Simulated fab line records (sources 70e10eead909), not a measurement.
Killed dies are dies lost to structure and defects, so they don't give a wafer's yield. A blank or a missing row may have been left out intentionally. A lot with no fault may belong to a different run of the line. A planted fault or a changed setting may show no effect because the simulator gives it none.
The tool behind it: which one?	flow nand harc	12 lots with 36 wafers sampled at 5 steps, on a route of 1159 steps

== WHAT EACH GAUGE READ, for each wafer ==
NHARC_THIN_TSV_CD_MEAS_16. Usual: 999.6 nm for cd nm, sd 2.
lot	measured	on	cd nm (nm)	flag
L168	day 19 02:04	cd sem-01	1001.1 1000.1 1001.9	
L170	day 20 08:15	cd sem-01	999.2 1002.9 999.1	
L171	day 20 09:19	cd sem-02	998.8 1000.2 1000.5	
L173	day 20 22:14	cd sem-02	1003.5 1000.2 1002.9	
L174	day 20 19:23	cd sem-01	1002.0 1002.6 997.1	
L176	day 21 10:47	cd sem-02	999.1 998.7 1000.7	
L179	day 21 16:35	cd sem-01	997.0 995.8 996.3	
L178	day 22 01:49	cd sem-01	997.4 998.0 997.0	
L181	day 22 13:13	cd sem-03	998.3 999.2 997.4	
L185	day 24 04:00	cd sem-02	1002.3 1002.1 1002.2	
L187	day 24 02:47	cd sem-03	996.3 996.6 1000.5	
L189	day 24 15:40	cd sem-01	997.7 1001.7 997.5	

NHARC_END_SORT_01. Usual: killed at array 29, standard deviation 13; killed at other 0.7, standard deviation 1; killed at periphery 3.2, standard deviation 2.3; killed dies 33, standard deviation 13; killed open 3.3, standard deviation 1.7; killed short 2.0, standard deviation 1.5.
lot	measured	on	killed at array	killed at other	killed at periphery	killed dies	killed open	killed short	flag
L181	day 23 02:31	prober-02	34 42 42	0 0 0	54 43 84	88 85 126	1 4 2	1 3 0	OFF
L185	day 24 20:16	prober-01	54 48 39	0 0 0	42 79 48	96 127 87	3 2 2	1 0 1	OFF

== TOOL THAT RAN EACH LOT (tool first, then ch and the chambers of the sampled wafers, then the start) ==
lot	NHARC_P_STI_ETCH_15	NHARC_THIN_TSV_DEP_47	NHARC_THIN_TSV_ETCH_59
L168	rie si-04 ch 0,3, day 3 02:44	pecvd-02 ch 0,1, day 19 02:55	rie metal-02 ch 0,1, day 19 07:21
L170	rie si-04 ch 0,1, day 3 13:37	pecvd-02 ch 0,1,2, day 20 09:15	rie metal-01 ch 0,1, day 20 14:00
L171	rie si-03 ch 0,1,3, day 3 17:28	pecvd-02 ch 0,1, day 20 10:11	rie metal-02 ch 0,1, day 20 14:25
L173	rie si-05 ch 1,2, day 4 05:28	pecvd-02 ch 1,2, day 20 23:19	rie metal-03 ch 0,1, day 21 04:03
L174	rie si-03 ch 1,2, day 4 13:06	pecvd-04 ch 0,1, day 20 20:19	rie metal-03 ch 0,1, day 21 00:44
L176	rie si-04 ch 0,2,3, day 4 21:55	pecvd-02 ch 1,2, day 21 11:42	rie metal-01 ch 0,1, day 21 15:55
L179	rie si-04 ch 1,2,3, day 5 14:16	pecvd-02 ch 0,2, day 21 17:28	rie metal-03 ch 0,1, day 21 21:49
L178	rie si-05 ch 0,1,2, day 5 14:28	pecvd-03 ch 0,2, day 22 02:41	rie metal-03 ch 0,1, day 22 07:13
L181	rie si-04 ch 0,2,3, day 6 06:40	pecvd-04 ch 1,2, day 22 14:11	rie metal-03 ch 0,1, day 22 18:34
L185	rie si-04 ch 0,2,3, day 7 06:17	pecvd-02 ch 1,2, day 24 04:58	rie metal-02 ch 0,1, day 24 09:19
L187	rie si-03 ch 0,1, day 7 20:13	pecvd-02 ch 0,2, day 24 03:45	rie metal-01 ch 0,1, day 24 08:19
L189	rie si-03 ch 0,1,2, day 8 08:17	pecvd-02 ch 0,2, day 24 16:38	rie metal-03 ch 0,1, day 24 20:58
- NHARC_P_STI_ETCH_15: etches the open film in HBr/Cl2, target depth 300 nm, time 100.1 s.
- NHARC_THIN_TSV_DEP_47: deposits SiO2, target thk 200 nm.
- NHARC_THIN_TSV_ETCH_59: etches the open film in Cl2/BCl3, target depth 880 nm, time 138.1 s.

== WHAT THE TOOLS THEMSELVES READ (means of the sampled wafers that have a number; where no wafer has one, the mark that the record gives instead) ==
NHARC_P_STI_ETCH_15. Usual: drypump motor current A 5.9 A, standard deviation 0.58; he backside leak sccm 2.83 sccm, standard deviation 0.21; oes product au 0.998 a.u., standard deviation 0.011; rf fwd power W 397.4 W, standard deviation 1.4; throttle valve pct 26.406 %, standard deviation 0.0094.
lot	tool	drypump motor current A (A)	he backside leak sccm (sccm)	oes product au (a.u.)	rf fwd power W (W)	throttle valve pct (%)	flag
L168	rie si-04	6.4	2.76	0.994	396.6	26.406	
L170	rie si-04	5.5	2.84	0.977	395.9	26.395	
L171	rie si-03	5.8	2.88	0.994	396.8	26.406	
L173	rie si-05	6.4	2.99	0.986	397.9	26.406	
L174	rie si-03	6.2	2.58	0.999	397.2	26.411	
L176	rie si-04	6.0	2.94	1.000	397.7	26.410	
L179	rie si-04	5.4	3.06	0.998	396.2	26.400	
L178	rie si-05	5.9	2.92	1.009	397.2	26.407	
L181	rie si-04	6.0	2.98	0.998	397.3	26.405	
L185	rie si-04	6.0	2.87	1.000	396.7	26.405	
L187	rie si-03	6.0	2.71	0.993	397.4	26.412	
L189	rie si-03	6.1	2.73	1.006	397.8	26.401	

NHARC_THIN_TSV_DEP_47. Usual: mfc precursor sccm 161.4 sccm, standard deviation 0.51; rf fwd power W 898.0 W, standard deviation 2.4; throttle valve pct 15.8 %, standard deviation 0.42.
lot	tool	mfc precursor sccm (sccm)	rf fwd power W (W)	throttle valve pct (%)	flag
L168	pecvd-02	161.1	898.4	16.3	
L170	pecvd-02	161.1	894.7	16.1	
L171	pecvd-02	161.1	895.7	16.4	
L173	pecvd-02	161.0	896.3	16.2	
L174	pecvd-04	161.6	898.5	15.4	
L176	pecvd-02	161.0	899.3	15.8	
L179	pecvd-02	161.4	899.2	16.3	
L178	pecvd-03	161.8	897.0	15.4	
L181	pecvd-04	161.1	897.7	15.7	
L185	pecvd-02	162.1	900.2	15.8	
L187	pecvd-02	160.7	898.8	16.2	
L189	pecvd-02	161.3	897.1	16.0	

NHARC_THIN_TSV_ETCH_59. Usual: drypump motor current A 5.7 A, standard deviation 0.58; he backside leak sccm 3.4 sccm, standard deviation 0.38; oes product au 1.001 a.u., standard deviation 0.0096; rf fwd power W 895.1 W, standard deviation 2.8; throttle valve pct 22.263 %, standard deviation 0.0094.
lot	tool	drypump motor current A (A)	he backside leak sccm (sccm)	oes product au (a.u.)	rf fwd power W (W)	throttle valve pct (%)	flag
L168	rie metal-02	5.4	3.2	1.007	893.4	22.260	
L170	rie metal-01	5.8	3.5	1.005	894.1	22.259	
L171	rie metal-02	5.4	3.1	0.995	894.9	22.266	
L173	rie metal-03	6.0	3.6	1.007	894.4	22.270	
L174	rie metal-03	6.2	3.4	0.998	895.7	22.259	
L176	rie metal-01	5.8	3.3	0.998	896.8	22.267	
L179	rie metal-03	6.2	3.7	1.004	894.3	22.256	
L178	rie metal-03	6.0	3.6	1.004	894.3	22.262	
L181	rie metal-03	6.2	3.4	1.004	894.8	22.265	
L185	rie metal-02	5.4	3.1	1.003	900.9	22.261	
L187	rie metal-01	5.8	3.3	0.990	896.2	22.268	
L189	rie metal-03	6.0	3.7	1.016	894.2	22.266	

== THE ANSWER, worked out from the rows above alone ==
Rule: a lot counts as off when the mean over its wafers that have a number is more than 3 standard deviations away from the usual mean. Also off: a lot with no number at a reading for which 4 or more lots have one. The other lots that the step has rows for count as sound. Order of review: gauges by route order, followed by the tools' own readings, for which a lot's mean as printed above is used. At the first step where some lot is off, the reading lying furthest off is the one used; lots without a number count as furthest.
Off, at NHARC_END_SORT_01 on killed at periphery: L181, L185. Neither off nor sound, because the step has no rows for them: L168, L170, L171, L173, L174, L176, L179, L178, L187, L189.
If a tool, at a process step before that reading, ran all the lots that are off and no sound lot after the first of them, it fits. Those tools and the gauges at NHARC_END_SORT_01 are tried in the same way. One candidate fits, namely rie si-04 at NHARC_P_STI_ETCH_15. It ran no sound lot before its first lot that is off in this sample, so the start can't be narrowed down.

== WHAT THE SIMULATOR HAD INSERTED ==
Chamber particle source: rie si-04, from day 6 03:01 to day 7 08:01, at NHARC_P_STI_ETCH_15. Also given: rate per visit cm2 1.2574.
Struck lots among those shown: L181, L185. The rule given above showed the same thing.
